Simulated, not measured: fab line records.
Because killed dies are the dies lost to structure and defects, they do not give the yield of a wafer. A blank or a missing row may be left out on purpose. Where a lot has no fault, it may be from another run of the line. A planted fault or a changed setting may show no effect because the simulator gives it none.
2 desks looking at one fault | flow n5 finfet | every desk sees just its own numbers, and what lay behind them comes last

## FOR THE TOOL OWNER'S DESK: cmp-02
The tool's own readings at N5_ILD0_CMP_03 (polishes, stops on SiNx, t overpolish 1.9 s, target thk 197.38 nm): means of the sampled wafers that have a number, for each lot that ran on this tool. Any lot whose mean is over 4 standard deviations away from the usual mean is out of limits and marked OUT; that distance is given in the brackets.
Columns: A = motor current A at N5_ILD0_CMP_03, usual 13.4 A; B = overpolish run s at N5_ILD0_CMP_03, usual 1.900 s; C = time to endpoint s at N5_ILD0_CMP_03, usual 69 s
lot  | first seen here | A    | B     | C
L519 | day 4 18:43     | 12.9 | 1.897 | 62
L520 | day 5 01:08     | 12.9 | 1.902 | 67
L523 | day 5 19:49     | 13.1 | 1.899 | 69
L526 | day 6 17:25     | 13.4 | 1.907 | 69
L527 | day 6 19:41     | 13.0 | 1.905 | 68
L532 | day 8 00:18     | 13.1 | 1.906 | 68
L533 | day 8 10:31     | 12.5 | 1.898 | 65
This desk's verdict: no lot among the 7 shows anything out of limits.

## METROLOGY DESK
What the gauges read for every lot (on any tool): the sampled wafers with a number, averaged. Any lot whose mean is over 4 standard deviations away from the usual mean is out of limits and marked OUT; that distance is given in the brackets.
Columns: A = PASS_OPEN_OVL at N5_PASSIVATION_OVL_MEAS_66, usual 0 nm
lot  | first seen here | A
L519 | day 13 05:08    | 1
L520 | day 13 09:26    | -6
L521 | day 13 20:43    | -4
L524 | day 14 09:50    | -2
L523 | day 14 10:26    | 3
L522 | day 14 10:35    | -6
L527 | day 15 08:48    | -5
L526 | day 15 09:02    | 4
L531 | day 16 06:50    | 4
L530 | day 16 06:53    | 6
L532 | day 16 10:51    | 1
L534 | day 17 06:28    | 4
L533 | day 17 12:53    | -2
This desk's verdict: no lot among the 13 shows anything out of limits.

## TAKEN TOGETHER
The desk of the tool owner found nothing out of limits.
From the metrology desk's view, nothing was out of limits.

## WHAT THE SIMULATOR PUT IN
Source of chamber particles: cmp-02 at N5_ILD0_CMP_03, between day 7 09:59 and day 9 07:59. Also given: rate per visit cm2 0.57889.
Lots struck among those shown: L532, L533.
